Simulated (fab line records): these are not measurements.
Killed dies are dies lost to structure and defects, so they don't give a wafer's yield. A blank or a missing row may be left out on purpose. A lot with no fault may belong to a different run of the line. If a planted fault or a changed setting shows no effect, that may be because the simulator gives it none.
What tool caused it? / flow nand_harc / 11 lots, 33 wafers sampled, at 6 steps of a route of 1302

WHAT THE GAUGES READ, wafer by wafer
NHARC_P_M0_CD_MEAS_09: target cd 90 nm.
lot=L289; measured=day 6 01:14; on=cd_sem-02; cd_nm (nm)=89.5 89.9 89.5
lot=L292; measured=day 7 03:53; on=cd_sem-01; cd_nm (nm)=90.0 90.5 90.2
lot=L294; measured=day 8 01:58; on=cd_sem-01; cd_nm (nm)=90.0 90.1 90.7
lot=L297; measured=day 9 05:19; on=cd_sem-01; cd_nm (nm)=91.6 91.2 91.7
lot=L296; measured=day 9 05:44; on=cd_sem-03; cd_nm (nm)=92.2 92.7 92.6
lot=L305; measured=day 12 19:43; on=cd_sem-03; cd_nm (nm)=89.1 90.3 89.9
lot=L306; measured=day 13 09:09; on=cd_sem-01; cd_nm (nm)=89.3 89.3 90.4
lot=L307; measured=day 13 10:05; on=cd_sem-02; cd_nm (nm)=90.4 90.1 90.2
lot=L309; measured=day 14 08:53; on=cd_sem-01; cd_nm (nm)=90.0 90.4 90.2
lot=L310; measured=day 14 21:06; on=cd_sem-02; cd_nm (nm)=90.3 89.5 89.9
lot=L312; measured=day 15 18:38; on=cd_sem-03; cd_nm (nm)=90.4 90.1 89.8

NHARC_END_SORT_01.
lot=L289; measured=day 24 12:58; on=prober-02; defect_limited_yield (%)=92.3 92.8 93.6; killed_at_array=49 46 38; killed_at_other=0 0 3; killed_at_periphery=3 3 2; killed_dies=52 49 43; killed_open=3 4 3; killed_short=2 1 4; sort_bin_2_pct (%)=3.0 3.1 2.4; sort_bin_3_pct (%)=1.0 0.3 0.3; sort_bin_4_pct (%)=3.7 3.8 3.7; sort_n_pass=625 628 634; sort_rim_yield_pct (%)=98 98 96; sort_yield_pct (%)=92.3 92.8 93.6
lot=L292; measured=day 25 20:46; on=prober-01; defect_limited_yield (%)=92.5 92.8 91.7; killed_at_array=48 45 54; killed_at_other=1 1 1; killed_at_periphery=2 3 1; killed_dies=51 49 56; killed_open=3 3 1; killed_short=2 1 4; sort_bin_2_pct (%)=1.2 2.2 2.4; sort_bin_3_pct (%)=0.7 0.4 0.3; sort_bin_4_pct (%)=5.6 4.6 5.6; sort_n_pass=626 628 621; sort_rim_yield_pct (%)=94 97 98; sort_yield_pct (%)=92.5 92.8 91.7
lot=L294; measured=day 25 20:44; on=prober-02; defect_limited_yield (%)=91.3 94.8 93.2; killed_at_array=56 32 46; killed_at_other=0 0 0; killed_at_periphery=3 3 0; killed_dies=59 35 46; killed_open=0 6 3; killed_short=1 2 2; sort_bin_2_pct (%)=3.7 1.0 2.4; sort_bin_3_pct (%)=0.7 0.9 1.0; sort_bin_4_pct (%)=4.3 3.2 3.4; sort_n_pass=618 642 631; sort_rim_yield_pct (%)=90 86 89; sort_yield_pct (%)=91.3 94.8 93.2
lot=L297; measured=day 27 06:38; on=prober-02; defect_limited_yield (%)=93.1 93.1 91.1; killed_at_array=43 43 56; killed_at_other=1 0 1; killed_at_periphery=3 4 3; killed_dies=47 47 60; killed_open=6 5 4; killed_short=2 4 2; sort_bin_2_pct (%)=2.8 2.8 2.5; sort_bin_3_pct (%)=0.1 0.1 0.4; sort_bin_4_pct (%)=4.0 4.0 5.9; sort_n_pass=630 630 617; sort_rim_yield_pct (%)=89 92 91; sort_yield_pct (%)=93.1 93.1 91.1
lot=L296; measured=day 27 06:37; on=prober-01; defect_limited_yield (%)=89.5 87.4 91.1; killed_at_array=68 81 57; killed_at_other=1 0 0; killed_at_periphery=2 4 3; killed_dies=71 85 60; killed_open=1 4 4; killed_short=3 3 2; sort_bin_2_pct (%)=4.6 4.1 3.7; sort_bin_3_pct (%)=0.1 0.9 0; sort_bin_4_pct (%)=5.8 7.5 5.2; sort_n_pass=606 592 617; sort_rim_yield_pct (%)=93 88 88; sort_yield_pct (%)=89.5 87.4 91.1
lot=L305; measured=day 31 06:19; on=prober-01; defect_limited_yield (%)=92.8 94.7 94.5; killed_at_array=40 34 30; killed_at_other=2 0 4; killed_at_periphery=7 2 3; killed_dies=49 36 37; killed_open=2 0 6; killed_short=3 2 0; sort_bin_2_pct (%)=2.8 1.9 1.6; sort_bin_3_pct (%)=0.6 0.1 0.1; sort_bin_4_pct (%)=3.8 3.2 3.7; sort_n_pass=628 641 640; sort_rim_yield_pct (%)=91 91 92; sort_yield_pct (%)=92.8 94.7 94.5
lot=L306; measured=day 31 21:50; on=prober-02; defect_limited_yield (%)=90.4 88.3 88.3; killed_at_array=61 75 74; killed_at_other=0 1 2; killed_at_periphery=4 3 3; killed_dies=65 79 79; killed_open=8 1 7; killed_short=1 6 3; sort_bin_2_pct (%)=3.5 3.4 3.8; sort_bin_3_pct (%)=0.9 0.3 0.1; sort_bin_4_pct (%)=5.2 8.0 7.7; sort_n_pass=612 598 598; sort_rim_yield_pct (%)=95 90 90; sort_yield_pct (%)=90.4 88.3 88.3
lot=L307; measured=day 32 04:50; on=prober-01; defect_limited_yield (%)=88.5 89.8 88.5; killed_at_array=74 68 74; killed_at_other=2 0 0; killed_at_periphery=2 1 4; killed_dies=78 69 78; killed_open=6 5 8; killed_short=5 2 1; sort_bin_2_pct (%)=5.0 3.4 4.4; sort_bin_3_pct (%)=1.3 0.6 0.9; sort_bin_4_pct (%)=5.2 6.2 6.2; sort_n_pass=599 608 599; sort_rim_yield_pct (%)=88 91 88; sort_yield_pct (%)=88.5 89.8 88.5
lot=L309; measured=day 32 19:48; on=prober-01; defect_limited_yield (%)=92.6 95.1 95.3; killed_at_array=46 27 27; killed_at_other=1 1 1; killed_at_periphery=3 5 4; killed_dies=50 33 32; killed_open=3 3 1; killed_short=2 1 2; sort_bin_2_pct (%)=2.8 1.3 1.3; sort_bin_3_pct (%)=0.9 0.4 1.2; sort_bin_4_pct (%)=3.7 3.1 2.2; sort_n_pass=627 644 645; sort_rim_yield_pct (%)=90 96 94; sort_yield_pct (%)=92.6 95.1 95.3
lot=L310; measured=day 33 11:07; on=prober-02; defect_limited_yield (%)=92.3 89.5 90.8; killed_at_array=49 65 56; killed_at_other=0 0 2; killed_at_periphery=3 6 4; killed_dies=52 71 62; killed_open=1 3 1; killed_short=2 2 2; sort_bin_2_pct (%)=2.5 3.0 3.0; sort_bin_3_pct (%)=0.9 0.7 1.0; sort_bin_4_pct (%)=4.3 6.8 5.2; sort_n_pass=625 606 615; sort_rim_yield_pct (%)=98 96 94; sort_yield_pct (%)=92.3 89.5 90.8
lot=L312; measured=day 34 12:38; on=prober-02; defect_limited_yield (%)=96.3 95.1 96.0; killed_at_array=24 30 19; killed_at_other=1 1 1; killed_at_periphery=0 2 7; killed_dies=25 33 27; killed_open=2 2 5; killed_short=2 4 2; sort_bin_2_pct (%)=1.6 0.7 1.5; sort_bin_3_pct (%)=0.1 0.4 0.1; sort_bin_4_pct (%)=1.9 3.7 2.4; sort_n_pass=652 644 650; sort_rim_yield_pct (%)=96 98 94; sort_yield_pct (%)=96.3 95.1 96.0

TOOL THAT RAN EACH LOT (tool first, then ch and the chambers of the sampled wafers, then the start)
lot=L289; NHARC_P_CONTACT_DESCUM_17=rie_diel-11 ch 0,2,3, day 5 21:16; NHARC_P_CONTACT_STRIP_28=rie_diel-12 ch 0,2,3, day 5 22:13; NHARC_P_CONTACT_ALD_22=ald_metal-01 ch 0,1, day 5 23:05; NHARC_P_M0_PEB_07=litho_track-04 ch 0, day 6 01:09
lot=L292; NHARC_P_CONTACT_DESCUM_17=rie_diel-12 ch 0,1,3, day 6 23:54; NHARC_P_CONTACT_STRIP_28=rie_diel-07 ch 0,1,2, day 7 00:51; NHARC_P_CONTACT_ALD_22=ald_metal-01 ch 1,2,3, day 7 01:44; NHARC_P_M0_PEB_07=litho_track-06 ch 0, day 7 03:48
lot=L294; NHARC_P_CONTACT_DESCUM_17=rie_diel-12 ch 1,2,3, day 7 21:17; NHARC_P_CONTACT_STRIP_28=rie_diel-07 ch 0,1,2, day 7 22:23; NHARC_P_CONTACT_ALD_22=ald_metal-04 ch 1,2,3, day 7 23:15; NHARC_P_M0_PEB_07=litho_track-06 ch 0, day 8 01:53
lot=L297; NHARC_P_CONTACT_DESCUM_17=rie_diel-07 ch 0,2,3, day 9 00:37; NHARC_P_CONTACT_STRIP_28=rie_diel-11 ch 0,1, day 9 01:34; NHARC_P_CONTACT_ALD_22=ald_metal-01 ch 1,3, day 9 02:27; NHARC_P_M0_PEB_07=litho_track-06 ch 0, day 9 05:14
lot=L296; NHARC_P_CONTACT_DESCUM_17=rie_diel-12 ch 0,1,2, day 9 00:49; NHARC_P_CONTACT_STRIP_28=rie_diel-07 ch 0,1,2, day 9 01:46; NHARC_P_CONTACT_ALD_22=ald_metal-04 ch 0,2,3, day 9 02:40; NHARC_P_M0_PEB_07=litho_track-06 ch 0, day 9 05:39
lot=L305; NHARC_P_CONTACT_DESCUM_17=rie_diel-07 ch 0,2,3, day 12 15:52; NHARC_P_CONTACT_STRIP_28=rie_diel-12 ch 0,1,2, day 12 16:50; NHARC_P_CONTACT_ALD_22=ald_metal-04 ch 2,3, day 12 17:41; NHARC_P_M0_PEB_07=litho_track-04 ch 0, day 12 19:38
lot=L306; NHARC_P_CONTACT_DESCUM_17=rie_diel-12 ch 0,1,3, day 13 05:10; NHARC_P_CONTACT_STRIP_28=rie_diel-07 ch 0,1, day 13 06:07; NHARC_P_CONTACT_ALD_22=ald_metal-04 ch 2,3, day 13 07:01; NHARC_P_M0_PEB_07=litho_track-04 ch 0, day 13 09:04
lot=L307; NHARC_P_CONTACT_DESCUM_17=rie_diel-11 ch 1,3, day 13 06:06; NHARC_P_CONTACT_STRIP_28=rie_diel-12 ch 0,2, day 13 07:04; NHARC_P_CONTACT_ALD_22=ald_metal-02 ch 0,1, day 13 07:57; NHARC_P_M0_PEB_07=litho_track-01 ch 0, day 13 10:00
lot=L309; NHARC_P_CONTACT_DESCUM_17=rie_diel-11 ch 0,1,2, day 14 04:22; NHARC_P_CONTACT_STRIP_28=rie_diel-11 ch 1,3, day 14 05:17; NHARC_P_CONTACT_ALD_22=ald_metal-01 ch 0,1,2, day 14 06:10; NHARC_P_M0_PEB_07=litho_track-04 ch 0, day 14 08:49
lot=L310; NHARC_P_CONTACT_DESCUM_17=rie_diel-07 ch 1,3, day 14 16:59; NHARC_P_CONTACT_STRIP_28=rie_diel-12 ch 1,3, day 14 18:05; NHARC_P_CONTACT_ALD_22=ald_metal-04 ch 0,2,3, day 14 19:00; NHARC_P_M0_PEB_07=litho_track-06 ch 0, day 14 21:01
lot=L312; NHARC_P_CONTACT_DESCUM_17=rie_diel-12 ch 0,2, day 15 14:16; NHARC_P_CONTACT_STRIP_28=rie_diel-11 ch 0,2,3, day 15 15:43; NHARC_P_CONTACT_ALD_22=ald_metal-02 ch 0,2,3, day 15 16:35; NHARC_P_M0_PEB_07=litho_track-01 ch 0, day 15 18:33
- NHARC_P_CONTACT_DESCUM_17: chemistry O2, time 3 s.
- NHARC_P_CONTACT_STRIP_28: strips in O2.
- NHARC_P_CONTACT_ALD_22: deposits TiN, target thk 3 nm, pulse time 1 s, ald cycles 150.
- NHARC_P_M0_PEB_07: peb time 65 s.

AS READ BY THE TOOLS THEMSELVES (means over the sampled wafers that have a number; for cases with no such wafer, the mark the record gives instead)
NHARC_P_CONTACT_DESCUM_17.
lot=L289; tool=rie_diel-11; drypump_motor_current_A (A)=6.2; oes_product_au (a.u.)=0.997; rf_vpp_V (V)=57.8; showerhead_plenum_p_Torr (Torr)=1.95; throttle_valve_pct (%)=11.309
lot=L292; tool=rie_diel-12; drypump_motor_current_A (A)=5.8; oes_product_au (a.u.)=0.996; rf_vpp_V (V)=57.8; showerhead_plenum_p_Torr (Torr)=1.93; throttle_valve_pct (%)=11.313
lot=L294; tool=rie_diel-12; drypump_motor_current_A (A)=5.9; oes_product_au (a.u.)=1.002; rf_vpp_V (V)=57.9; showerhead_plenum_p_Torr (Torr)=1.90; throttle_valve_pct (%)=11.310
lot=L297; tool=rie_diel-07; drypump_motor_current_A (A)=5.9; oes_product_au (a.u.)=1.003; rf_vpp_V (V)=57.6; showerhead_plenum_p_Torr (Torr)=1.88; throttle_valve_pct (%)=11.311
lot=L296; tool=rie_diel-12; drypump_motor_current_A (A)=5.8; oes_product_au (a.u.)=0.989; rf_vpp_V (V)=58.3; showerhead_plenum_p_Torr (Torr)=1.94; throttle_valve_pct (%)=11.307
lot=L305; tool=rie_diel-07; drypump_motor_current_A (A)=5.9; oes_product_au (a.u.)=0.996; rf_vpp_V (V)=58.0; showerhead_plenum_p_Torr (Torr)=1.88; throttle_valve_pct (%)=11.318
lot=L306; tool=rie_diel-12; drypump_motor_current_A (A)=5.8; oes_product_au (a.u.)=0.996; rf_vpp_V (V)=57.4; showerhead_plenum_p_Torr (Torr)=1.92; throttle_valve_pct (%)=11.310
lot=L307; tool=rie_diel-11; drypump_motor_current_A (A)=5.8; oes_product_au (a.u.)=1.004; rf_vpp_V (V)=57.4; showerhead_plenum_p_Torr (Torr)=1.96; throttle_valve_pct (%)=11.317
lot=L309; tool=rie_diel-11; drypump_motor_current_A (A)=5.9; oes_product_au (a.u.)=0.995; rf_vpp_V (V)=57.8; showerhead_plenum_p_Torr (Torr)=2.01; throttle_valve_pct (%)=11.307
lot=L310; tool=rie_diel-07; drypump_motor_current_A (A)=6.0; oes_product_au (a.u.)=1.008; rf_vpp_V (V)=57.6; showerhead_plenum_p_Torr (Torr)=1.98; throttle_valve_pct (%)=11.312
lot=L312; tool=rie_diel-12; drypump_motor_current_A (A)=5.6; oes_product_au (a.u.)=0.991; rf_vpp_V (V)=56.9; showerhead_plenum_p_Torr (Torr)=1.94; throttle_valve_pct (%)=11.317

NHARC_P_CONTACT_STRIP_28.
lot=L289; tool=rie_diel-12; drypump_motor_current_A (A)=5.8; oes_product_au (a.u.)=1.003; rf_vpp_V (V)=57.1; showerhead_plenum_p_Torr (Torr)=3.51; throttle_valve_pct (%)=17.029
lot=L292; tool=rie_diel-07; drypump_motor_current_A (A)=5.7; oes_product_au (a.u.)=0.993; rf_vpp_V (V)=58.1; showerhead_plenum_p_Torr (Torr)=3.55; throttle_valve_pct (%)=17.035
lot=L294; tool=rie_diel-07; drypump_motor_current_A (A)=5.7; oes_product_au (a.u.)=1.003; rf_vpp_V (V)=57.4; showerhead_plenum_p_Torr (Torr)=3.55; throttle_valve_pct (%)=17.042
lot=L297; tool=rie_diel-11; drypump_motor_current_A (A)=6.1; oes_product_au (a.u.)=1.011; rf_vpp_V (V)=58.4; showerhead_plenum_p_Torr (Torr)=3.71; throttle_valve_pct (%)=17.041
lot=L296; tool=rie_diel-07; drypump_motor_current_A (A)=5.7; oes_product_au (a.u.)=0.999; rf_vpp_V (V)=58.3; showerhead_plenum_p_Torr (Torr)=3.55; throttle_valve_pct (%)=17.036
lot=L305; tool=rie_diel-12; drypump_motor_current_A (A)=5.8; oes_product_au (a.u.)=0.996; rf_vpp_V (V)=57.3; showerhead_plenum_p_Torr (Torr)=3.57; throttle_valve_pct (%)=17.035
lot=L306; tool=rie_diel-07; drypump_motor_current_A (A)=6.0; oes_product_au (a.u.)=0.992; rf_vpp_V (V)=57.6; showerhead_plenum_p_Torr (Torr)=3.49; throttle_valve_pct (%)=17.039
lot=L307; tool=rie_diel-12; drypump_motor_current_A (A)=5.7; oes_product_au (a.u.)=0.981; rf_vpp_V (V)=57.6; showerhead_plenum_p_Torr (Torr)=3.53; throttle_valve_pct (%)=17.037
lot=L309; tool=rie_diel-11; drypump_motor_current_A (A)=5.8; oes_product_au (a.u.)=1.004; rf_vpp_V (V)=58.2; showerhead_plenum_p_Torr (Torr)=3.60; throttle_valve_pct (%)=17.041
lot=L310; tool=rie_diel-12; drypump_motor_current_A (A)=6.0; oes_product_au (a.u.)=1.003; rf_vpp_V (V)=57.8; showerhead_plenum_p_Torr (Torr)=3.48; throttle_valve_pct (%)=17.031
lot=L312; tool=rie_diel-11; drypump_motor_current_A (A)=6.2; oes_product_au (a.u.)=1.000; rf_vpp_V (V)=57.4; showerhead_plenum_p_Torr (Torr)=3.59; throttle_valve_pct (%)=17.041

NHARC_P_CONTACT_ALD_22.
lot=L289; tool=ald_metal-01; heater_power_outer_w (W)=621; heater_power_w (W)=997; precursor_pulse_height_rel=0.995
lot=L292; tool=ald_metal-01; heater_power_outer_w (W)=681; heater_power_w (W)=1054; precursor_pulse_height_rel=1.000
lot=L294; tool=ald_metal-04; heater_power_outer_w (W)=745; heater_power_w (W)=1138; precursor_pulse_height_rel=0.965
lot=L297; tool=ald_metal-01; heater_power_outer_w (W)=596; heater_power_w (W)=966; precursor_pulse_height_rel=0.995
lot=L296; tool=ald_metal-04; heater_power_outer_w (W)=713; heater_power_w (W)=1136; precursor_pulse_height_rel=1.010
lot=L305; tool=ald_metal-04; heater_power_outer_w (W)=757; heater_power_w (W)=1153; precursor_pulse_height_rel=1.006
lot=L306; tool=ald_metal-04; heater_power_outer_w (W)=718; heater_power_w (W)=1141; precursor_pulse_height_rel=0.997
lot=L307; tool=ald_metal-02; heater_power_outer_w (W)=696; heater_power_w (W)=1128; precursor_pulse_height_rel=0.994
lot=L309; tool=ald_metal-01; heater_power_outer_w (W)=742; heater_power_w (W)=1149; precursor_pulse_height_rel=1.003
lot=L310; tool=ald_metal-04; heater_power_outer_w (W)=696; heater_power_w (W)=1061; precursor_pulse_height_rel=1.000
lot=L312; tool=ald_metal-02; heater_power_outer_w (W)=682; heater_power_w (W)=1099; precursor_pulse_height_rel=1.004

THE ANSWER, worked out from the rows above alone
Rule: the usual values come from the lots themselves. Put in order of their means at a reading, lots are off if they are a third of the lots or fewer, leave a main group of 4 or more, and stand apart from it by a gap of 3 or more times the standard deviation of the main group's means; of several such gaps the widest counts. Not used: any main group whose means are identical at the precision the tables above print for the reading. A lot without any number at a reading at which 4 lots or more have one is off too. Any other lot the step has rows for is counted as sound. First the gauges in route order, then the tools' own readings, where a lot's mean is used as printed above. At the first step where some lot is off, the reading lying furthest off is the one used; lots without a number count as furthest.
Off: L297, L296 (NHARC_P_M0_CD_MEAS_09, cd_nm). For the main group the mean is 90.0 nm and the standard deviation 0.24.
If a tool, at a process step before that reading, ran all the lots that are off and no sound lot after the first of them, it fits. Gauges at NHARC_P_M0_CD_MEAS_09: tried the same way as those tools. None of those tried fits.

WHAT HAD BEEN PUT IN BY THE SIMULATOR
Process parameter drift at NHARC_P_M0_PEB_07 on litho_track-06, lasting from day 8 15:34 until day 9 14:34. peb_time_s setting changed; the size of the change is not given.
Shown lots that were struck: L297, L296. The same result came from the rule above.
